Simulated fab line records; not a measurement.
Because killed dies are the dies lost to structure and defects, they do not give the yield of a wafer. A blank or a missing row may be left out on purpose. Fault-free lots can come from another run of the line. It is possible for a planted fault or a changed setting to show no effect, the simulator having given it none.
Chamber matching / flow n5 finfet / N5_HKMG_FIN_STRIP_92 on rie diel-02: 4 sister chambers
The step strips SOC in N2/H2, time 20 s. 16 wafers are shown with their chamber, then 8 later ones without.

## EACH WAFER AND ITS CHAMBER
wafer=L076.3; chamber=3; throttle valve pct (%)=18.7; drypump motor current A (A)=5.4; showerhead plenum p Torr (Torr)=3.41
wafer=L076.4; chamber=2; throttle valve pct (%)=19.1; drypump motor current A (A)=5.9; showerhead plenum p Torr (Torr)=3.50
wafer=L076.6; chamber=1; throttle valve pct (%)=18.5; drypump motor current A (A)=5.0; showerhead plenum p Torr (Torr)=3.43
wafer=L086.1; chamber=3; throttle valve pct (%)=18.7; drypump motor current A (A)=5.4; showerhead plenum p Torr (Torr)=3.40
wafer=L086.2; chamber=0; throttle valve pct (%)=19.8; drypump motor current A (A)=5.7; showerhead plenum p Torr (Torr)=3.23
wafer=L086.4; chamber=1; throttle valve pct (%)=18.5; drypump motor current A (A)=5.0; showerhead plenum p Torr (Torr)=3.42
wafer=L092.2; chamber=1; throttle valve pct (%)=18.5; drypump motor current A (A)=4.9; showerhead plenum p Torr (Torr)=3.41
wafer=L092.5; chamber=1; throttle valve pct (%)=18.5; drypump motor current A (A)=5.0; showerhead plenum p Torr (Torr)=3.42
wafer=L092.6; chamber=0; throttle valve pct (%)=19.8; drypump motor current A (A)=5.7; showerhead plenum p Torr (Torr)=3.22
wafer=L093.1; chamber=2; throttle valve pct (%)=19.1; drypump motor current A (A)=5.9; showerhead plenum p Torr (Torr)=3.48
wafer=L093.2; chamber=3; throttle valve pct (%)=18.7; drypump motor current A (A)=5.4; showerhead plenum p Torr (Torr)=3.40
wafer=L093.3; chamber=0; throttle valve pct (%)=19.8; drypump motor current A (A)=5.7; showerhead plenum p Torr (Torr)=3.22
wafer=L095.2; chamber=2; throttle valve pct (%)=19.1; drypump motor current A (A)=5.9; showerhead plenum p Torr (Torr)=3.48
wafer=L095.4; chamber=0; throttle valve pct (%)=19.8; drypump motor current A (A)=5.7; showerhead plenum p Torr (Torr)=3.22
wafer=L095.5; chamber=0; throttle valve pct (%)=19.8; drypump motor current A (A)=5.7; showerhead plenum p Torr (Torr)=3.22
wafer=L096.1; chamber=1; throttle valve pct (%)=18.6; drypump motor current A (A)=5.0; showerhead plenum p Torr (Torr)=3.41

SIGNATURES (averages over the wafers above)
reading=throttle valve pct; chamber 0=19.800; chamber 1=18.520; chamber 2=19.100; chamber 3=18.700; scatter within a chamber=0.0258
reading=drypump motor current A; chamber 0=5.700; chamber 1=4.980; chamber 2=5.900; chamber 3=5.400; scatter within a chamber=0.0258
reading=showerhead plenum p Torr; chamber 0=3.2220; chamber 1=3.4180; chamber 2=3.4867; chamber 3=3.4033; scatter within a chamber=0.0076
Rule: for a wafer and a chamber, the distance is found by dividing, reading by reading, the gap between the wafer's reading and the chamber's mean by the reading's scatter, squaring, summing and taking the root. If the next closest chamber is less than 2 further off than the closest, the wafer can't be placed; otherwise it belongs to the closest. The scatter is the square root of a quotient: the sum, over the shown wafers, of each reading's squared deviation from its chamber's mean, divided by wafers minus chambers.

## WAFERS WITH NO CHAMBER GIVEN
wafer=L096.2; throttle valve pct (%)=18.7; drypump motor current A (A)=5.4; showerhead plenum p Torr (Torr)=3.39
wafer=L096.4; throttle valve pct (%)=19.8; drypump motor current A (A)=5.7; showerhead plenum p Torr (Torr)=3.22
wafer=L097.1; throttle valve pct (%)=18.7; drypump motor current A (A)=5.4; showerhead plenum p Torr (Torr)=3.39
wafer=L097.2; throttle valve pct (%)=19.1; drypump motor current A (A)=5.9; showerhead plenum p Torr (Torr)=3.48
wafer=L097.3; throttle valve pct (%)=18.5; drypump motor current A (A)=5.0; showerhead plenum p Torr (Torr)=3.41
wafer=L097.4; throttle valve pct (%)=19.8; drypump motor current A (A)=5.6; showerhead plenum p Torr (Torr)=3.22
wafer=L097.5; throttle valve pct (%)=19.1; drypump motor current A (A)=5.9; showerhead plenum p Torr (Torr)=3.48
wafer=L097.6; throttle valve pct (%)=18.5; drypump motor current A (A)=5.0; showerhead plenum p Torr (Torr)=3.41

## WHICH CHAMBER EACH WENT THROUGH
wafer=L096.2; from the rows above=3; in truth=3
wafer=L096.4; from the rows above=0; in truth=0
wafer=L097.1; from the rows above=3; in truth=3
wafer=L097.2; from the rows above=2; in truth=2
wafer=L097.3; from the rows above=1; in truth=1
wafer=L097.4; from the rows above=0; in truth=0
wafer=L097.5; from the rows above=2; in truth=2
wafer=L097.6; from the rows above=1; in truth=1
8 of 8 placed correctly. Can't be placed from these rows: 0. Wrongly placed: 0.
